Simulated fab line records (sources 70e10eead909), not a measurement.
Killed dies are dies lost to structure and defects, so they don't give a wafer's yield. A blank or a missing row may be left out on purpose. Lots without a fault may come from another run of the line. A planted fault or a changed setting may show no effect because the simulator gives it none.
Chamber matching + flow nand_harc + NHARC_A_CHANNEL_FILL_D1_ALD_14 on ald_hk-03 has 4 sister chambers
The step deposits SiO2, target thk 2.5 nm, pulse time 10 s, ald cycles 25. 30 wafers are shown with their chamber, then 12 later ones without.

WAFERS WITH THEIR CHAMBER
| wafer  | chamber | heater_power_w (W) | precursor_pulse_height_rel |
|--------|---------|--------------------|----------------------------|
| L075.1 | 0       | 485                | 0.975                      |
| L075.4 | 3       | 473                | 0.954                      |
| L075.6 | 0       | 499                | 0.970                      |
| L076.3 | 2       | 468                | 1.037                      |
| L076.4 | 3       | 489                | 1.006                      |
| L076.5 | 1       | 439                | 1.002                      |
| L078.1 | 1       | 434                | 1.000                      |
| L078.3 | 2       | 471                | 1.022                      |
| L078.4 | 0       | 490                | 0.993                      |
| L081.1 | 3       | 471                | 1.011                      |
| L081.3 | 1       | 440                | 0.955                      |
| L081.6 | 0       | 486                | 1.005                      |
| L083.1 | 0       | 488                | 0.968                      |
| L083.2 | 1       | 436                | 0.991                      |
| L083.4 | 2       | 473                | 0.992                      |
| L082.1 | 3       | 485                | 0.979                      |
| L082.2 | 1       | 428                | 1.000                      |
| L082.4 | 0       | 488                | 0.996                      |
| L084.4 | 1       | 417                | 1.020                      |
| L084.5 | 3       | 487                | 1.001                      |
| L084.6 | 2       | 482                | 0.986                      |
| L085.1 | 1       | 435                | 0.988                      |
| L085.4 | 3       | 475                | 1.019                      |
| L085.5 | 0       | 478                | 1.041                      |
| L088.1 | 1       | 432                | 0.989                      |
| L088.3 | 0       | 490                | 1.002                      |
| L088.5 | 2       | 471                | 1.032                      |
| L086.1 | 3       | 480                | 1.000                      |
| L086.3 | 1       | 428                | 0.965                      |
| L086.5 | 3       | 487                | 1.045                      |

SIGNATURES (means of the wafers above)
| reading                    | chamber 0 | chamber 1 | chamber 2 | chamber 3 | scatter within a chamber |
|----------------------------|-----------|-----------|-----------|-----------|--------------------------|
| heater_power_w             | 488.00    | 432.11    | 473.00    | 480.88    | 6.53                     |
| precursor_pulse_height_rel | 0.99375   | 0.99000   | 1.01380   | 1.00187   | 0.0235                   |
Rule: for a wafer and a chamber, the distance is found by dividing, reading by reading, the gap between the wafer's reading and the chamber's mean by the reading's scatter, squaring, summing and taking the root. If the next closest chamber is less than 2 further off than the closest, the wafer can't be placed; otherwise it belongs to the closest. The scatter: the root of (the sum of the squares of (reading less its chamber's mean) over the shown wafers, divided by (wafers less chambers)).

WAFERS WITHOUT THEIR CHAMBER
| wafer  | heater_power_w (W) | precursor_pulse_height_rel |
|--------|--------------------|----------------------------|
| L087.2 | 495                | 1.002                      |
| L087.3 | 479                | 0.966                      |
| L087.4 | 471                | 0.990                      |
| L087.1 | 430                | 0.970                      |
| L087.5 | 466                | 1.006                      |
| L087.6 | 478                | 0.975                      |
| L091.4 | 495                | 1.018                      |
| L091.5 | 476                | 1.010                      |
| L091.6 | 429                | 1.012                      |
| L095.3 | 481                | 1.008                      |
| L095.5 | 494                | 1.007                      |
| L095.6 | 434                | 0.992                      |

WHICH CHAMBER EACH ONE RAN IN
| wafer  | from the rows above          | in truth |
|--------|------------------------------|----------|
| L087.2 | can't be placed: 0 or 3      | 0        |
| L087.3 | can't be placed: 3 or 0 or 2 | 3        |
| L087.4 | can't be placed: 2 or 3 or 0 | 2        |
| L087.1 | 1                            | 1        |
| L087.5 | can't be placed: 2 or 3      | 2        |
| L087.6 | can't be placed: 3 or 0 or 2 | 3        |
| L091.4 | can't be placed: 0 or 3 or 2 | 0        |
| L091.5 | can't be placed: 2 or 3 or 0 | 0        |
| L091.6 | 1                            | 1        |
| L095.3 | can't be placed: 3 or 0 or 2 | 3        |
| L095.5 | can't be placed: 0 or 3      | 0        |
| L095.6 | 1                            | 1        |
3 of 12 placed correctly. These rows do not allow placing 9 (true chamber among the candidates in 9). Placed wrongly: 0.
